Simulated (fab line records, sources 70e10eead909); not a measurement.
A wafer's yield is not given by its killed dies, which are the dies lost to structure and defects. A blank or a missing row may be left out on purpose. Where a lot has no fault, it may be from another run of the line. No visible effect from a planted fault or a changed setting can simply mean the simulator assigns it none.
Matching of chambers -- flow nand-harc -- 4 sister chambers for NHARC_P_ZERO_WELL_ETCH_63 on rie-si-04
The step etches the open film in HBr/Cl2, target depth 120 nm, time 40.1 s. 24 wafers are shown with their chamber, then 12 later ones without.

## WAFERS, EACH WITH ITS CHAMBER
wafer,chamber,drypump-motor-current-A (A),throttle-valve-pct (%),chamber-pressure-mTorr (mTorr)
L076.1,2,5.8,26.414,14.983
L076.2,1,6.0,26.399,14.995
L076.3,3,5.9,26.391,15.021
L077.1,1,6.1,26.405,15.015
L077.4,0,6.7,26.403,15.015
L077.5,3,5.9,26.397,15.001
L078.2,2,5.8,26.413,15.011
L078.3,1,6.0,26.412,15.008
L078.5,2,5.8,26.402,14.991
L079.2,2,5.8,26.405,14.998
L079.3,1,6.0,26.404,15.019
L079.5,1,6.0,26.404,14.994
L081.1,3,5.9,26.416,14.973
L081.2,0,6.7,26.398,14.976
L081.5,0,6.7,26.408,14.972
L084.1,3,5.9,26.399,14.984
L084.4,1,6.1,26.416,15.005
L084.5,0,6.7,26.407,15.007
L085.2,0,6.7,26.419,14.997
L085.5,3,5.9,26.389,15.008
L085.6,2,5.9,26.410,14.996
L087.2,0,6.6,26.396,15.008
L087.3,2,5.9,26.415,14.997
L087.4,3,5.9,26.416,15.001

SIGNATURES (averages over the wafers above)
reading,chamber 0,chamber 1,chamber 2,chamber 3,scatter within a chamber
drypump-motor-current-A,6.683,6.033,5.833,5.900,0.0418
throttle-valve-pct,26.40517,26.40667,26.40983,26.40133,0.00833
chamber-pressure-mTorr,14.99583,15.00600,14.99600,14.99800,0.0142
Rule: for each reading, subtract the chamber's mean from the wafer's reading, divide by that reading's scatter and square the result; add these up over the readings and take the root, which gives the wafer's distance from the chamber. The wafer belongs to the nearest chamber; if the next one is less than 2 further off, it can't be placed. The scatter: take each reading less its chamber's mean, square it, sum over the shown wafers, divide by the number of wafers less the number of chambers, and take the root.

## WAFERS MISSING THEIR CHAMBER
wafer,drypump-motor-current-A (A),throttle-valve-pct (%),chamber-pressure-mTorr (mTorr)
L088.3,5.8,26.402,14.987
L088.4,5.9,26.402,14.998
L088.6,6.6,26.404,14.996
L091.1,6.1,26.408,15.013
L091.3,6.6,26.401,15.005
L091.4,5.9,26.387,14.988
L092.2,6.6,26.404,15.012
L092.4,5.9,26.405,15.003
L092.6,6.6,26.401,15.023
L097.1,6.6,26.408,15.003
L097.2,6.0,26.403,14.992
L097.6,6.1,26.406,15.009

## CHAMBER TAKEN BY EACH
wafer,from the rows above,in truth
L088.3,can't be placed: 2 or 3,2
L088.4,can't be placed: 3 or 2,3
L088.6,0,0
L091.1,1,1
L091.3,0,0
L091.4,can't be placed: 3 or 2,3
L092.2,0,0
L092.4,can't be placed: 3 or 2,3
L092.6,0,0
L097.1,0,0
L097.2,can't be placed: 1 or 3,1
L097.6,1,1
Correct placement for 7 of the 12. From these rows, 5 cannot be placed; in 5 the true chamber is one of the candidates. 0 placed wrongly.
